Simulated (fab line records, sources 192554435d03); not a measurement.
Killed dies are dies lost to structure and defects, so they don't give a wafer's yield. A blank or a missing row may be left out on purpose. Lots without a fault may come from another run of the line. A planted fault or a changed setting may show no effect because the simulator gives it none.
fab line records | flow n5_finfet
record lots=6 wafers=16 last_day=17
route steps=1938 shown BEOL_M0_SAQP@642 BEOL_M4@1111 PASSIVATION@1936
lots that met no fault: from a run of the same line without faults
start_h: hours from the record's first day to the start of the lot's first wafer shown | wait_h: hours since the lot's step before | " the same as in the row above | L1.1+2: a row that stands for several wafers | - no value, or no start given | * or withheld: withheld | < > ~ a bound
route shown NAME@n: a module of which the file shows steps, and the number in the route of the first | usual: mean/standard deviation of fault-free wafers | same: alike in all rows | chamber/n: place in a boat | sites: the reading at each site | _std_site: their standard deviation | _edge_site: outer sites' mean less inner sites' | radius_mm: how far each site lies from the wafer's centre | mask NAME#n: copy n | behind: the tool/chamber that last shaped the wafer | hold: why the lot was held/for how many hours/how that ended | device: the transistor (n, p or np) that didn't switch | end of line: the same wafers' tests at the end of the route | a step without rows: its recipe alone | killed: dies lost to structure and defects at the first sort, not the wafer's yield | map: a wafer's dies, x killed, . not, _ none there
set.NAME: the setting as run; set.NAME@STEP: as run at that earlier step | model.NAME: the simulator's own value behind a step, which no gauge read
lots at some steps of the route; a table a step, a row a wafer
services: from which hour (start_h, from the record's first day; less than 0 if before it) a tool's chamber was out of use, for how many hours, and why
## steps
# step N5_BEOL_M0_SAQP_COAT_82
# recipe resist=SiARC temp_c=220 time_s=60 spin_rpm=1500 resist_thk_nm=30
# step N5_BEOL_M0_SAQP_COAT_08
# recipe resist=CAR-ArF spin_rpm=1500 resist_thk_nm=90
# step N5_BEOL_M0_SAQP_EBR_10
# recipe solvent=PGMEA ebr_width_mm=1.5
# step N5_BEOL_M0_SAQP_SOFTBAKE_09
# recipe temp_c=110 time_s=60 resist=CAR-ArF
# step N5_BEOL_M0_SAQP_EXPOSE_11
# recipe mask_id=M0_CORE na=1.35 source_shape=dipole sigma_inner=0.538 sigma_outer=0.738 polarization=te target_cd_nm=42 dose_mj=55
# step N5_BEOL_M0_SAQP_PEB_12
# recipe peb_temp_c=withheld peb_time_s=60 resist=CAR-ArF
# step N5_BEOL_M0_SAQP_DEVELOP_13
# recipe develop_time_s=30 developer=TMAH resist=CAR-ArF dev_temp_c=23 rinse_liquid=diw dry=air_spin
# step N5_BEOL_M0_SAQP_CD_MEAS_14
# recipe target_cd_nm=42.5 landing_energy_ev=500 detector=se_inlens
# usual cd_nm=42.6/0.37
# columns lot.wafer tool chamber start_h wait_h cd_nm
L972.1 cd_sem-01 0 105.37 - 42.8
L972.4 " 0 " " 42.5
L972.5 " 0 " " 42.8
L977.1 cd_sem-01 0 143.72 - 42.2
L977.4 " 0 " " 43.2
L977.5 " 0 " " 43.0
L983.2 cd_sem-01 0 171.97 - 42.9
L983.4 " 0 " " 42.7
L983.5 " 0 " " 43.0
L989.3 cd_sem-01 0 210.17 - 43.0
L989.5 " 0 " " 42.8
L989.6 " 0 " " 42.3
L992.5 cd_sem-03 0 228.48 - 42.6
L994.2 cd_sem-02 0 243.18 - 42.8
L994.5 " 0 " " 42.5
L994.6 " 0 " " 42.9
# step N5_BEOL_M0_SAQP_OVL_MEAS_15
# recipe points_per_wafer=44
# usual M0_CORE_OVL=0.1/0.73
# columns lot.wafer tool chamber start_h wait_h M0_CORE_OVL[nm]
L972.1 overlay-01 0 105.40 0.0 0.1
L972.4 " 0 " " 0.3
L972.5 " 0 " " 0.9
L977.1 overlay-01 0 143.75 0.0 -0.1
L977.4 " 0 " " -0.4
L977.5 " 0 " " 0.3
L983.2 overlay-01 0 171.99 0.0 1.1
L983.4 " 0 " " 1.4
L983.5 " 0 " " 0.7
L989.3 overlay-02 0 210.20 0.0 -0.2
L989.5 " 0 " " -1.3
L989.6 " 0 " " 0.6
L992.5 overlay-02 0 228.50 0.0 0.0
L994.2 overlay-01 0 243.21 0.0 0.8
L994.5 " 0 " " -0.3
L994.6 " 0 " " 1.1
# step N5_BEOL_M0_SAQP_INSPECT_16
# recipe mode=adi inspect_instrument=brightfield
# usual raw_defect_count=504/130
# columns lot.wafer tool chamber start_h wait_h raw_defect_count
L972.1 defect_inspect-01 - 105.43 0.0 401
L972.4 " - " " 803
L972.5 " - " " 610
L977.1 defect_inspect-01 - 143.77 0.0 379
L977.4 " - " " 422
L977.5 " - " " 418
L983.2 defect_inspect-02 - 172.02 0.0 394
L983.4 " - " " 392
L983.5 " - " " 351
L989.3 defect_inspect-02 - 210.22 0.0 311
L989.5 " - " " 606
L989.6 " - " " 484
L992.5 defect_inspect-02 - 228.53 0.0 456
L994.2 defect_inspect-02 - 243.24 0.0 541
L994.5 " - " " 443
L994.6 " - " " 360
# step N5_BEOL_M0_SAQP_DESCUM_19
# recipe chemistry=O2 time_s=7.9 source_power_w=50 bias_power_w=20 pressure_mtorr=20 rf_frequency_hz=2.712e+07 temp_c=40 resist=CAR-ArF o2_flow_sccm=225
# usual drypump_motor_current_A=5.41/0.28 oes_product_au=0.77/0.099 rf_fwd_power_W=49.38/0.27 rf_vpp_V=243.5/1.2 showerhead_plenum_p_Torr=2.12/0.047 throttle_valve_pct=20.41/0.24
# columns lot.wafer tool chamber start_h wait_h drypump_motor_current_A oes_product_au rf_fwd_power_W rf_hours_counter_h rf_vpp_V showerhead_plenum_p_Torr throttle_valve_pct
L972.1 rie_diel-06 3 105.53 0.1 5.33 0.72 49.41 139 244.0 2.10 20.59
L972.4 " 1 " " 5.42 0.71 49.20 226 242.6 2.14 20.51
L972.5 " 1 " " 5.43 0.70 48.99 - 242.9 2.14 20.50
L977.1 rie_diel-05 2 143.80 0.0 5.68 0.69 49.81 247 242.9 2.14 20.37
L977.4 " 1 " " 5.47 0.96 49.02 11 241.6 2.06 20.01
L977.5 " 3 " " 5.33 0.76 49.70 - 242.6 2.09 20.44
L983.2 rie_diel-05 2 172.05 0.0 5.68 0.99 49.60 0 244.9 2.14 20.08
L983.4 " 0 " " 5.04 0.68 49.78 248 244.0 2.12 20.65
L983.5 " 1 " " 5.43 0.94 49.02 - 243.1 2.05 20.04
L989.3 rie_diel-06 0 210.41 0.2 5.05 0.73 49.04 160 245.3 2.19 20.38
L989.5 " 3 " " 5.32 0.69 49.77 - 242.6 2.09 20.66
L989.6 " 0 " " 5.07 0.73 49.21 - 243.8 2.19 20.41
L992.5 rie_diel-06 1 229.37 0.8 5.40 0.95 48.84 - 243.0 2.13 20.08
L994.2 rie_diel-05 2 243.27 0.0 5.68 0.90 49.57 24 243.0 2.13 20.12
L994.5 " 1 " " 5.45 0.89 48.85 - 243.3 2.05 20.06
L994.6 " 2 " " 5.71 0.91 49.84 - 243.8 2.13 20.12
# step N5_BEOL_M0_SAQP_ETCH_83
# recipe chemistry=CF4 target=SiARC target_depth_a=390 mask_material=CAR-ArF time_s=65 ion_energy_ev=80 pressure_mtorr=40 source_w=545 bias_w=36 Ar_flow_sccm=100 cf4_flow_sccm=100 ends=cleared
# usual cf4_flow_sccm=100.0/0.3 drypump_motor_current_A=5.41/0.28 etch_rf_on_time_s=64.8/1.3 oes_product_au=0.66/0.085 rf_fwd_power_W=538/3.1 rf_vpp_V=184.5/1.1 showerhead_plenum_p_Torr=2.17/0.05 throttle_valve_pct=15.61/0.27
# columns lot.wafer tool chamber start_h wait_h cf4_flow_sccm drypump_motor_current_A etch_rf_on_time_s oes_product_au rf_fwd_power_W rf_hours_counter_h rf_vpp_V showerhead_plenum_p_Torr throttle_valve_pct
L972.1 rie_diel-06 3 105.56 0.0 100.2 5.33 64.9 0.64 539 139 184.8 2.15 15.74
L972.4 " 1 " " 100.1 5.49 64.8 0.59 535 226 183.3 2.20 15.85
L972.5 " 1 " " 99.8 5.47 64.7 0.60 533 - 185.0 2.21 15.85
L977.1 rie_diel-05 2 143.84 0.0 100.6 5.66 63.2 0.60 538 247 185.3 2.20 15.70
L977.4 " 1 " " 99.9 5.47 64.6 0.82 535 11 183.9 2.10 15.10
L977.5 " 3 " " 100.0 5.33 64.7 0.65 540 - 183.5 2.13 15.58
L983.2 rie_diel-05 2 172.09 0.0 100.0 5.69 61.3 0.87 540 0 184.8 2.20 15.23
L983.4 " 0 " " 100.2 5.00 65.6 0.58 540 248 184.3 2.19 16.02
L983.5 " 1 " " 100.1 5.46 63.2 0.79 538 - 183.6 2.10 15.12
L989.3 rie_diel-06 0 210.45 0.0 100.1 5.06 63.8 0.63 533 161 184.2 2.22 15.55
L989.5 " 3 " " 100.3 5.33 65.7 0.60 541 - 182.7 2.14 15.82
L989.6 " 0 " " 99.9 5.07 64.5 0.62 536 - 186.4 2.22 15.52
L992.5 rie_diel-06 1 229.44 0.1 100.2 5.43 63.6 0.80 535 - 185.9 2.19 15.37
L994.2 rie_diel-05 2 243.30 0.0 100.2 5.68 62.5 0.79 542 24 184.5 2.19 15.26
L994.5 " 1 " " 99.5 5.47 64.8 0.76 533 - 183.6 2.09 15.17
L994.6 " 2 " " 100.1 5.68 62.5 0.79 543 - 184.6 2.19 15.27
# step N5_BEOL_M0_SAQP_ETCH_84
# recipe chemistry=N2/H2 target=SOC target_depth_a=1000 overetch_a=200 mask_material=SiARC temp_c=40 time_s=150 ion_energy_ev=200 pressure_mtorr=30 source_w=840 bias_w=150 n2_flow_sccm=200 h2_flow_sccm=200
# usual drypump_motor_current_A=5.42/0.29 oes_product_au=0.69/0.084 rf_fwd_power_W=836.0/2.6 rf_vpp_V=524.8/1.7 showerhead_plenum_p_Torr=2.58/0.061 throttle_valve_pct=17.9/0.32
# columns lot.wafer tool chamber start_h wait_h drypump_motor_current_A oes_product_au rf_fwd_power_W rf_hours_counter_h rf_vpp_V showerhead_plenum_p_Torr throttle_valve_pct model.SiARC_of_BEOL_M0_SAQP_COAT_82.thk_nm
L972.1 rie_diel-06 3 105.61 0.0 5.33 0.67 839.4 139 524.1 2.56 18.0 24.2
L972.4 " 1 " " 5.42 0.62 830.8 226 526.7 2.62 17.9 24.2
L972.5 " 1 " " 5.41 0.62 832.9 - 526.2 2.62 18.0 24.2
L977.1 rie_diel-05 2 143.89 0.0 5.70 0.62 837.2 247 525.9 2.61 18.0 24.2
L977.4 " 1 " " 5.50 0.84 836.5 11 523.3 2.50 17.4 24.4
L977.5 " 3 " " 5.33 0.66 837.2 - 524.8 2.54 17.9 24.2
L983.2 rie_diel-05 2 172.14 0.0 5.73 0.89 836.7 0 526.7 2.61 17.6 23.8
L983.4 " 0 " " 5.01 0.61 836.2 248 523.9 2.63 18.3 24.4
L983.5 " 1 " " 5.46 0.82 836.1 - 522.8 2.49 17.4 24
L989.3 rie_diel-06 0 210.50 0.0 5.09 0.65 835.4 161 527.1 2.67 17.9 24.2
L989.5 " 3 " " 5.34 0.64 836.7 - 523.8 2.54 18.1 21.6
L989.6 " 0 " " 5.10 0.65 837.2 - 527.4 2.67 17.9 24.2
L992.5 rie_diel-06 1 229.56 0.1 5.44 0.82 833.5 - 525.6 2.60 17.5 21.4
L994.2 rie_diel-05 2 243.35 0.0 5.69 0.81 832.9 24 525.1 2.60 17.6 24
L994.5 " 1 " " 5.46 0.79 830.6 - 521.8 2.48 17.4 24.4
L994.6 " 2 " " 5.70 0.81 833.9 - 524.7 2.60 17.7 24.2
# step N5_BEOL_M0_SAQP_STRIP_80
# recipe chemistry=N2/H2 temp_c=40 n2_flow_sccm=200 h2_flow_sccm=200 rf_frequency_hz=6e+07
# step N5_BEOL_M0_SAQP_HM_OPEN_112
# recipe chemistry=CHF3/O2 target=SiO2 stop_on=a-Si target_depth_a=120 over_etch_frac=1.25 mask_material=SOC time_s=13.5 pressure_mtorr=30 source_w=650 bias_w=170 Ar_flow_sccm=200 CHF3_flow_sccm=50 O2_flow_sccm=5 ion_energy_ev=200 ends=end_point
# usual drypump_motor_current_A=5.41/0.28 oes_product_au=0.50/0.061 rf_fwd_power_W=644.5/2.7 rf_vpp_V=526/7.7 showerhead_plenum_p_Torr=2.44/0.059 throttle_valve_pct=18.85/0.25
# columns lot.wafer tool chamber start_h wait_h drypump_motor_current_A oes_product_au rf_fwd_power_W rf_hours_counter_h rf_vpp_V showerhead_plenum_p_Torr throttle_valve_pct model.SiARC_of_BEOL_M0_SAQP_COAT_82.thk_nm
L972.1 rie_diel-06 3 105.72 0.0 5.31 0.48 646.4 139 539 2.41 18.97 4.6
L972.4 " 1 " " 5.44 0.46 643.5 226 523 2.49 19.07 5
L972.5 " 1 " " 5.43 0.46 640.8 - 523 2.49 19.08 5
L977.1 rie_diel-05 2 144.00 0.0 5.70 0.44 647.4 247 516 2.48 18.92 5.2
L977.4 " 1 " " 5.46 0.63 641.4 11 524 2.36 18.36 4.8
L977.5 " 3 " " 5.30 0.49 646.0 - 529 2.41 18.91 5
L983.2 rie_diel-05 2 172.24 0.0 5.69 0.65 648.4 0 514 2.48 18.55 4.2
L983.4 " 0 " " 5.03 0.45 647.2 248 519 2.47 19.24 5.6
L983.5 " 1 " " 5.47 0.61 640.6 - 524 2.36 18.36 4.4
L989.3 rie_diel-06 0 210.60 0.0 5.09 0.47 642.0 161 533 2.51 18.77 4.6
L989.5 " 3 " " 5.32 0.47 645.7 - 538 2.40 19.04 2.4
L989.6 " 0 " " 5.13 0.48 640.4 - 532 2.51 18.77 4.6
L992.5 rie_diel-06 1 229.68 0.1 5.46 0.60 641.7 - 523 2.48 18.67 1.6
L994.2 rie_diel-05 2 243.46 0.0 5.69 0.59 647.1 24 514 2.47 18.61 4.4
L994.5 " 1 " " 5.44 0.58 644.1 - 524 2.35 18.40 4.8
L994.6 " 2 " " 5.70 0.59 646.9 - 515 2.47 18.61 4.4
# step N5_BEOL_M0_SAQP_STRIP_113
# recipe chemistry=CHF3/O2 resist=SiARC rf_frequency_hz=6e+07
# step N5_BEOL_M4_RC_MEAS_101
# usual DIBL_N=36.4/1.7 DIBL_P=36.4/2.1 IOFF_N=0.16/0.035 IOFF_P=0.21/0.035 ION_N=680/11 ION_P=465/6.8 SS_N=71.5/0.58 SS_P=73.2/0.72 VT_N=249/3.6 VT_P=-250/3.1
# columns lot.wafer tool chamber start_h wait_h DIBL_N[mV/V] DIBL_P[mV/V] IOFF_N[nA/um] IOFF_P[nA/um] ION_N[uA/um] ION_P[uA/um] SS_N[mV/dec] SS_P[mV/dec] VT_N[mV] VT_P[mV]
L972.1 prober-02 0 179.95 0.0 36.9 33.9 0.14 0.15 669 454 71.6 73.0 252 -256
L972.4 " 0 " " 37.0 34.7 0.13 0.17 674 463 71.0 72.5 253 -257
L972.5 " 0 " " 36.3 34.0 0.13 0.16 675 455 71.1 73.0 253 -254
L977.1 prober-02 0 209.34 0.0 35.2 36.3 0.14 0.19 671 461 71.4 72.7 249 -254
L977.4 " 0 " " 38.1 38.2 0.19 0.22 691 470 71.7 73.9 251 -252
L977.5 " 0 " " 32.7 32.5 0.11 0.14 664 453 70.7 71.8 255 -255
L983.2 prober-02 0 233.23 0.2 38.1 39.4 0.18 0.22 674 461 71.9 73.7 248 -250
L983.4 " 0 " " 35.0 36.0 0.14 0.18 674 461 71.0 72.9 251 -251
L983.5 " 0 " " 35.5 35.8 0.13 0.17 674 462 70.5 74.0 253 -252
L989.3 prober-02 0 273.73 0.3 36.0 37.0 0.15 0.21 673 468 71.5 72.6 249 -248
L989.5 " 0 " " 36.6 38.2 0.16 0.22 677 466 71.3 73.0 250 -249
L989.6 " 0 " " 34.9 35.5 0.12 0.18 669 461 71.4 72.3 255 -250
L992.5 prober-01 0 303.01 0.6 35.4 36.5 0.18 0.19 690 466 71.6 73.5 248 -254
L994.2 prober-01 0 306.27 0.7 37.3 36.7 0.16 0.23 682 467 71.7 72.8 249 -247
L994.5 " 0 " " 35.5 34.1 0.14 0.19 683 469 71.3 73.1 252 -251
L994.6 " 0 " " 37.7 37.6 0.17 0.25 686 471 71.9 73.9 249 -247
# step N5_PASSIVATION_PROBE_49
# usual defect_limited_yield=91.3/1.4 killed_at_M0_to_M3=36/11 killed_at_M4_up=13/5.2 killed_at_contacts=13/6.5 killed_at_front_end=37/11 killed_at_other=3.6/2.9 killed_dies=103/17 killed_open=68/12 killed_short=33/7.3 sort_bin_5_function=5.2/0.91 sort_bin_6_memory=3.2/0.67 sort_n_pass=1077/17 sort_yield_pct=91.3/1.4
# same gross_dies=1180 killed_at_back_side=0 sort_bin_4_leakage[%]=0 sort_bin_8_speed[%]=0
# columns lot.wafer tool chamber start_h wait_h defect_limited_yield[%] killed_at_M0_to_M3 killed_at_M4_up killed_at_contacts killed_at_front_end killed_at_other killed_dies killed_open killed_short sort_bin_5_function[%] sort_bin_6_memory[%] sort_n_pass sort_yield_pct[%]
L992.5 prober-02 - 409.86 0.2 89.7 46 14 18 40 3 121 78 39 6.5 3.4 1059 89.7
# killed by level:class
L992.5 MOL_CONTACT_COAG:geometric_particle:open=13 BEOL_M0_SAQP:geometric_particle:open=11 BEOL_M1:geometric_particle:open=8 FIN_SAQP:geometric_particle:short=7 GATE_CUT:geometric_particle:short=7 BEOL_M2:geometric_particle:open=7 BEOL_M3:geometric_particle:open=7 GATE_CUT:geometric_particle:open=6
## services
# columns tool chamber start_h hours kind
rie_diel-05 0 91.43 9.1 repair
rie_diel-06 2 118.80 26.8 repair
rie_diel-05 2 156.15 - clean
rie_diel-05 2 156.15 - consumable_replace:focus_ring
rie_diel-05 2 156.15 14.8 scheduled_down
rie_diel-05 2 156.15 14.8 vent_cycle
rie_diel-06 0 169.70 4.3 repair
rie_diel-06 1 173.98 - clean
rie_diel-06 1 173.98 - consumable_replace:focus_ring
rie_diel-06 1 173.98 20.7 scheduled_down
rie_diel-06 1 173.98 20.7 vent_cycle
rie_diel-05 0 183.06 - clean
rie_diel-05 0 183.06 - consumable_replace:focus_ring
rie_diel-05 - 184.13 1.2 repair
rie_diel-06 3 226.39 4.2 repair
rie_diel-06 2 227.03 16.7 repair
## key
first_sign none at tools or gauges
model_effect step=N5_BEOL_M0_SAQP_ETCH_84 value=SiARC_of_BEOL_M0_SAQP_COAT_82.thk_nm without=24.2 struck=21.5
model_effect step=N5_BEOL_M0_SAQP_HM_OPEN_112 value=SiARC_of_BEOL_M0_SAQP_COAT_82.thk_nm without=4.7 struck=2
met_at N5_BEOL_M0_SAQP_ETCH_84
struck_wafers L989.5,L992.5
onset_between 105.61 210.50
earlier_fault kind=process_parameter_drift tool=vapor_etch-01 chamber=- onset_h=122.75 steps=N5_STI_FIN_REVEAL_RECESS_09 channel=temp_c offset=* shape=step end_h=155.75 acts_in=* stated=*
fault kind=process_parameter_drift tool=rie_diel-06 chamber=- onset_h=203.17 steps=N5_BEOL_M0_SAQP_ETCH_84 channel=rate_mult offset=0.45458 shape=step end_h=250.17 scope=struck_wafers_only
